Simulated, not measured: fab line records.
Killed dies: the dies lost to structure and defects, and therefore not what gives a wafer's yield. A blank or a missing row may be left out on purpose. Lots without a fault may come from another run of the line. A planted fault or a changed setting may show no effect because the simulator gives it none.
Which of the tools did it? :: flow nand harc :: Sampling: 12 lots, 35 wafers, 5 of 1159 route steps

## WHAT THE GAUGES SHOWED, per wafer
NHARC_END_SORT_01. Usual: killed at array 30, standard deviation 10; killed at other 0.5, standard deviation 0.82; killed at periphery 2.9, standard deviation 2; killed dies 34, standard deviation 11; killed open 3.2, standard deviation 1.8; killed short 2.0, standard deviation 1.4.
lot: L681
measured: day 24 00:41
on: prober-02
killed at array: 31 672
killed at other: 1 1
killed at periphery: 2 4
killed dies: 34 677
killed open: 2 3
killed short: 1 2
flag: OFF

lot: L680
measured: day 24 07:23
on: prober-01
killed at array: 39 676 35
killed at other: 1 0 0
killed at periphery: 4 1 2
killed dies: 44 677 37
killed open: 8 2 2
killed short: 1 3 4
flag: OFF

lot: L683
measured: day 24 15:31
on: prober-02
killed at array: 37 36 674
killed at other: 0 0 1
killed at periphery: 6 4 2
killed dies: 43 40 677
killed open: 5 2 6
killed short: 3 2 2
flag: OFF

## WHICH TOOL RAN EACH LOT (tool, then ch and the chambers of the sampled wafers, then the start)
lot: L666
NHARC_A_CONTACT_ETCH_89: rie diel-07 ch 1,2, day 16 22:35 or earlier
NHARC_A_CONTACT_ETCH_135: har cap etch-02 ch 0, day 16 22:35
NHARC_A_CONTACT_ETCH_98: rie diel-09 ch 2,3, day 17 01:31 or earlier
NHARC_A_CONTACT_ALD_18: ald metal-01 ch 1,3, day 17 01:31

lot: L667
NHARC_A_CONTACT_ETCH_89: rie diel-10 ch 1,3, day 17 06:48 or earlier
NHARC_A_CONTACT_ETCH_135: har cap etch-03 ch 1, day 17 06:48
NHARC_A_CONTACT_ETCH_98: rie diel-09 ch 1,3, day 17 08:53 or earlier
NHARC_A_CONTACT_ALD_18: ald metal-01 ch 0,2, day 17 08:53

lot: L668
NHARC_A_CONTACT_ETCH_89: rie diel-09 ch 0,1,3, day 17 17:53 or earlier
NHARC_A_CONTACT_ETCH_135: har cap etch-02 ch 0, day 17 17:53
NHARC_A_CONTACT_ETCH_98: rie diel-07 ch 0,1,3, day 17 20:08 or earlier
NHARC_A_CONTACT_ALD_18: ald metal-04 ch 2,3, day 17 20:08

lot: L671
NHARC_A_CONTACT_ETCH_89: rie diel-09 ch 0,1,2, day 18 11:26 or earlier
NHARC_A_CONTACT_ETCH_135: har cap etch-01 ch 0,1, day 18 11:26
NHARC_A_CONTACT_ETCH_98: rie diel-07 ch 1,2,3, day 18 13:32 or earlier
NHARC_A_CONTACT_ALD_18: ald metal-01 ch 0,1,3, day 18 13:32

lot: L672
NHARC_A_CONTACT_ETCH_89: rie diel-10 ch 0,2,3, day 18 21:44 or earlier
NHARC_A_CONTACT_ETCH_135: har cap etch-01 ch 0,1, day 18 21:44
NHARC_A_CONTACT_ETCH_98: rie diel-07 ch 0,1,2, day 18 23:49 or earlier
NHARC_A_CONTACT_ALD_18: ald metal-01 ch 0,1,2, day 18 23:49

lot: L674
NHARC_A_CONTACT_ETCH_89: rie diel-10 ch 0,1,2, day 19 09:44 or earlier
NHARC_A_CONTACT_ETCH_135: har cap etch-03 ch 0,1, day 19 09:44
NHARC_A_CONTACT_ETCH_98: rie diel-09 ch 0,1, day 19 11:47 or earlier
NHARC_A_CONTACT_ALD_18: ald metal-01 ch 0,2, day 19 11:47

lot: L675
NHARC_A_CONTACT_ETCH_89: rie diel-07 ch 0,1,3, day 20 11:58 or earlier
NHARC_A_CONTACT_ETCH_135: har cap etch-01 ch 1, day 20 11:58
NHARC_A_CONTACT_ETCH_98: rie diel-07 ch 2,3, day 20 14:04 or earlier
NHARC_A_CONTACT_ALD_18: ald metal-03 ch 1,3, day 20 14:04

lot: L681
NHARC_A_CONTACT_ETCH_89: rie diel-07 ch 1,3, day 21 01:47 or earlier
NHARC_A_CONTACT_ETCH_135: har cap etch-02 ch 0,1, day 21 01:47
NHARC_A_CONTACT_ETCH_98: rie diel-09 ch 2,3, day 21 04:22 or earlier
NHARC_A_CONTACT_ALD_18: ald metal-01 ch 0,1, day 21 04:22

lot: L680
NHARC_A_CONTACT_ETCH_89: rie diel-09 ch 0,2, day 21 06:02 or earlier
NHARC_A_CONTACT_ETCH_135: har cap etch-03 ch 0,1, day 21 06:02
NHARC_A_CONTACT_ETCH_98: rie diel-10 ch 2, day 21 07:35
NHARC_A_CONTACT_ALD_18: ald metal-01 ch 0,1, day 21 14:47

lot: L683
NHARC_A_CONTACT_ETCH_89: rie diel-07 ch 0,2,3, day 21 11:06 or earlier
NHARC_A_CONTACT_ETCH_135: har cap etch-02 ch 0,1, day 21 11:06
NHARC_A_CONTACT_ETCH_98: rie diel-07 ch 1,2,3, day 21 13:25 or earlier
NHARC_A_CONTACT_ALD_18: ald metal-01 ch 1,2, day 21 13:25

lot: L689
NHARC_A_CONTACT_ETCH_89: rie diel-07 ch 0,1,3, day 22 16:23 or earlier
NHARC_A_CONTACT_ETCH_135: har cap etch-01 ch 0,1, day 22 16:23
NHARC_A_CONTACT_ETCH_98: rie diel-07 ch 0,1,3, day 22 17:25
NHARC_A_CONTACT_ALD_18: ald metal-03 ch 0,3, day 22 18:37

lot: L688
NHARC_A_CONTACT_ETCH_89: rie diel-10 ch 0,3, day 22 22:16 or earlier
NHARC_A_CONTACT_ETCH_135: har cap etch-03 ch 0,1, day 22 22:16
NHARC_A_CONTACT_ETCH_98: rie diel-10 ch 0,1, day 23 00:23 or earlier
NHARC_A_CONTACT_ALD_18: ald metal-03 ch 0,1, day 23 00:23
- NHARC_A_CONTACT_ETCH_89: etches the open film in N2/H2, target depth 260 nm, time 475.3 s.
- NHARC_A_CONTACT_ETCH_135: etches the open film in C4F8/O2/Ar, time 132 s, target depth 1287 nm.
- NHARC_A_CONTACT_ETCH_98: etches the open film in C4F6/O2, target depth 20 nm, time 10 s.
- NHARC_A_CONTACT_ALD_18: deposits TiN, target thk 3 nm, pulse time 1 s, ald cycles 150.

## AS READ BY THE TOOLS THEMSELVES (means over the sampled wafers that have a number; for cases with no such wafer, the mark the record gives instead)
NHARC_A_CONTACT_ETCH_89. Usual: drypump motor current A 5.9 A, standard deviation 0.44; n2 flow sccm 150.0 sccm, standard deviation 0.48; oes product au 1.000 a.u., standard deviation 0.014; rf vpp V 431.3 V, standard deviation 2.4; showerhead plenum p Torr 2.07 Torr, standard deviation 0.083; throttle valve pct 14.172 %, standard deviation 0.0083.
lot: L666
tool: rie diel-07
drypump motor current A (A): 5.8
n2 flow sccm (sccm): 150.5
oes product au (a.u.): 0.984
rf vpp V (V): 428.3
showerhead plenum p Torr (Torr): 1.94
throttle valve pct (%): 14.173
flag: 

lot: L667
tool: rie diel-10
drypump motor current A (A): 5.3
n2 flow sccm (sccm): 150.0
oes product au (a.u.): 0.995
rf vpp V (V): 433.2
showerhead plenum p Torr (Torr): 2.15
throttle valve pct (%): 14.165
flag: 

lot: L668
tool: rie diel-09
drypump motor current A (A): 5.6
n2 flow sccm (sccm): 150.3
oes product au (a.u.): 0.999
rf vpp V (V): 431.5
showerhead plenum p Torr (Torr): 2.08
throttle valve pct (%): 14.178
flag: 

lot: L671
tool: rie diel-09
drypump motor current A (A): 5.8
n2 flow sccm (sccm): 150.1
oes product au (a.u.): 0.987
rf vpp V (V): 430.9
showerhead plenum p Torr (Torr): 2.10
throttle valve pct (%): 14.173
flag: 

lot: L672
tool: rie diel-10
drypump motor current A (A): 5.9
n2 flow sccm (sccm): 150.0
oes product au (a.u.): 0.993
rf vpp V (V): 432.8
showerhead plenum p Torr (Torr): 2.12
throttle valve pct (%): 14.167
flag: 

lot: L674
tool: rie diel-10
drypump motor current A (A): 6.1
n2 flow sccm (sccm): 150.2
oes product au (a.u.): 0.997
rf vpp V (V): 430.7
showerhead plenum p Torr (Torr): 2.08
throttle valve pct (%): 14.178
flag: 

lot: L675
tool: rie diel-07
drypump motor current A (A): 6.2
n2 flow sccm (sccm): 149.9
oes product au (a.u.): 0.995
rf vpp V (V): 430.9
showerhead plenum p Torr (Torr): 2.05
throttle valve pct (%): 14.170
flag: 

lot: L681
tool: rie diel-07
drypump motor current A (A): 6.1
n2 flow sccm (sccm): 150.0
oes product au (a.u.): 0.997
rf vpp V (V): 429.9
showerhead plenum p Torr (Torr): 2.02
throttle valve pct (%): 14.178
flag: 

lot: L680
tool: rie diel-09
drypump motor current A (A): 5.9
n2 flow sccm (sccm): 150.3
oes product au (a.u.): 1.001
rf vpp V (V): 431.9
showerhead plenum p Torr (Torr): 2.10
throttle valve pct (%): 14.171
flag: 

lot: L683
tool: rie diel-07
drypump motor current A (A): 5.9
n2 flow sccm (sccm): 149.9
oes product au (a.u.): 0.995
rf vpp V (V): 430.4
showerhead plenum p Torr (Torr): 2.02
throttle valve pct (%): 14.174
flag: 

lot: L689
tool: rie diel-07
drypump motor current A (A): 6.2
n2 flow sccm (sccm): 150.0
oes product au (a.u.): 0.999
rf vpp V (V): 430.3
showerhead plenum p Torr (Torr): 2.05
throttle valve pct (%): 14.169
flag: 

lot: L688
tool: rie diel-10
drypump motor current A (A): 5.7
n2 flow sccm (sccm): 150.0
oes product au (a.u.): 1.002
rf vpp V (V): 430.9
showerhead plenum p Torr (Torr): 2.04
throttle valve pct (%): 14.170
flag: 

NHARC_A_CONTACT_ETCH_98. Usual: drypump motor current A 5.9 A, standard deviation 0.41; o2 flow sccm 19.99 sccm, standard deviation 0.058; oes product au 0.963 a.u., standard deviation 0.026; rf vpp V 548 V, standard deviation 3.2; showerhead plenum p Torr 3.96 Torr, standard deviation 0.15; throttle valve pct 26.902 %, standard deviation 0.0094.
lot: L666
tool: rie diel-09
drypump motor current A (A): 5.6
o2 flow sccm (sccm): 19.98
oes product au (a.u.): 0.978
rf vpp V (V): 551
showerhead plenum p Torr (Torr): 4.14
throttle valve pct (%): 26.894
flag: 

lot: L667
tool: rie diel-09
drypump motor current A (A): 5.5
o2 flow sccm (sccm): 19.93
oes product au (a.u.): 0.941
rf vpp V (V): 548
showerhead plenum p Torr (Torr): 3.98
throttle valve pct (%): 26.901
flag: 

lot: L668
tool: rie diel-07
drypump motor current A (A): 6.2
o2 flow sccm (sccm): 20.06
oes product au (a.u.): 0.932
rf vpp V (V): 547
showerhead plenum p Torr (Torr): 3.95
throttle valve pct (%): 26.897
flag: 

lot: L671
tool: rie diel-07
drypump motor current A (A): 5.9
o2 flow sccm (sccm): 20.05
oes product au (a.u.): 1.016
rf vpp V (V): 545
showerhead plenum p Torr (Torr): 3.83
throttle valve pct (%): 26.888
flag: 

lot: L672
tool: rie diel-07
drypump motor current A (A): 6.0
o2 flow sccm (sccm): 20.00
oes product au (a.u.): 0.941
rf vpp V (V): 545
showerhead plenum p Torr (Torr): 3.87
throttle valve pct (%): 26.905
flag: 

lot: L674
tool: rie diel-09
drypump motor current A (A): 5.9
o2 flow sccm (sccm): 19.97
oes product au (a.u.): 0.985
rf vpp V (V): 547
showerhead plenum p Torr (Torr): 3.96
throttle valve pct (%): 26.899
flag: 

lot: L675
tool: rie diel-07
drypump motor current A (A): 5.8
o2 flow sccm (sccm): 19.98
oes product au (a.u.): 0.943
rf vpp V (V): 545
showerhead plenum p Torr (Torr): 3.85
throttle valve pct (%): 26.901
flag: 

lot: L681
tool: rie diel-09
drypump motor current A (A): 5.4
o2 flow sccm (sccm): 20.02
oes product au (a.u.): 0.966
rf vpp V (V): 552
showerhead plenum p Torr (Torr): 4.11
throttle valve pct (%): 26.898
flag: 

lot: L680
tool: rie diel-10
drypump motor current A (A): 6.6
o2 flow sccm (sccm): 20.03
oes product au (a.u.): 1.012
rf vpp V (V): 552
showerhead plenum p Torr (Torr): 4.16
throttle valve pct (%): 26.904
flag: 

lot: L683
tool: rie diel-07
drypump motor current A (A): 5.9
o2 flow sccm (sccm): 20.04
oes product au (a.u.): 0.946
rf vpp V (V): 545
showerhead plenum p Torr (Torr): 3.82
throttle valve pct (%): 26.901
flag: 

lot: L689
tool: rie diel-07
drypump motor current A (A): 6.2
o2 flow sccm (sccm): 19.95
oes product au (a.u.): 0.948
rf vpp V (V): 546
showerhead plenum p Torr (Torr): 3.94
throttle valve pct (%): 26.898
flag: 

lot: L688
tool: rie diel-10
drypump motor current A (A): 6.0
o2 flow sccm (sccm): 19.99
oes product au (a.u.): 0.973
rf vpp V (V): 545
showerhead plenum p Torr (Torr): 3.86
throttle valve pct (%): 26.898
flag: 

NHARC_A_CONTACT_ALD_18. Usual: heater power w 1122 W, standard deviation 67; precursor pulse height rel 1.000, standard deviation 0.019.
lot: L666
tool: ald metal-01
heater power w (W): 1083
precursor pulse height rel: 0.979
flag: 

lot: L667
tool: ald metal-01
heater power w (W): 1174
precursor pulse height rel: 1.014
flag: 

lot: L668
tool: ald metal-04
heater power w (W): 1055
precursor pulse height rel: 1.019
flag: 

lot: L671
tool: ald metal-01
heater power w (W): 1114
precursor pulse height rel: 0.999
flag: 

lot: L672
tool: ald metal-01
heater power w (W): 1159
precursor pulse height rel: 0.988
flag: 

lot: L674
tool: ald metal-01
heater power w (W): 1219
precursor pulse height rel: 0.990
flag: 

lot: L675
tool: ald metal-03
heater power w (W): 1097
precursor pulse height rel: 0.992
flag: 

lot: L681
tool: ald metal-01
heater power w (W): 1106
precursor pulse height rel: 1.028
flag: 

lot: L680
tool: ald metal-01
heater power w (W): 1106
precursor pulse height rel: 0.998
flag: 

lot: L683
tool: ald metal-01
heater power w (W): 1134
precursor pulse height rel: 0.987
flag: 

lot: L689
tool: ald metal-03
heater power w (W): 1054
precursor pulse height rel: 0.995
flag: 

lot: L688
tool: ald metal-03
heater power w (W): 1139
precursor pulse height rel: 1.025
flag: 

## THE ANSWER, worked out from the rows above alone
Rule: lot off if the mean of its wafers having a number is beyond 3 standard deviations from the usual mean. A lot without any number at a reading at which 4 lots or more have one is off too. The other lots that the step has rows for count as sound. First the gauges in route order, then the tools' own readings, where a lot's mean is used as printed above. The first step at which some lot is off is used, and at that step the reading that is off furthest; a lot without a number counts as furthest.
Off: L681, L680, L683, at NHARC_END_SORT_01 (killed at array). Neither off nor sound, because the step has no rows for them: L666, L667, L668, L671, L672, L674, L675, L689, L688.
If a tool, at a process step before that reading, ran all the lots that are off and no sound lot after the first of them, it fits. The gauges at NHARC_END_SORT_01 are tried like those tools. NHARC_A_CONTACT_ETCH_89 gives no start for some lots, so the hours and the order of its lots are those of NHARC_A_CONTACT_ETCH_135. NHARC_A_CONTACT_ETCH_98 gives no start for some lots, so the hours and the order of its lots are those of NHARC_A_CONTACT_ALD_18. One fits: NHARC_A_CONTACT_ALD_18 on ald metal-01. It ran no sound lot before its first lot that is off in this sample, so the start can't be narrowed down.

## WHAT HAD BEEN PUT IN BY THE SIMULATOR
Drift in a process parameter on ald metal-01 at NHARC_A_CONTACT_ALD_18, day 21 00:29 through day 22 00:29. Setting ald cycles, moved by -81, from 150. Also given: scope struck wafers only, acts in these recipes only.
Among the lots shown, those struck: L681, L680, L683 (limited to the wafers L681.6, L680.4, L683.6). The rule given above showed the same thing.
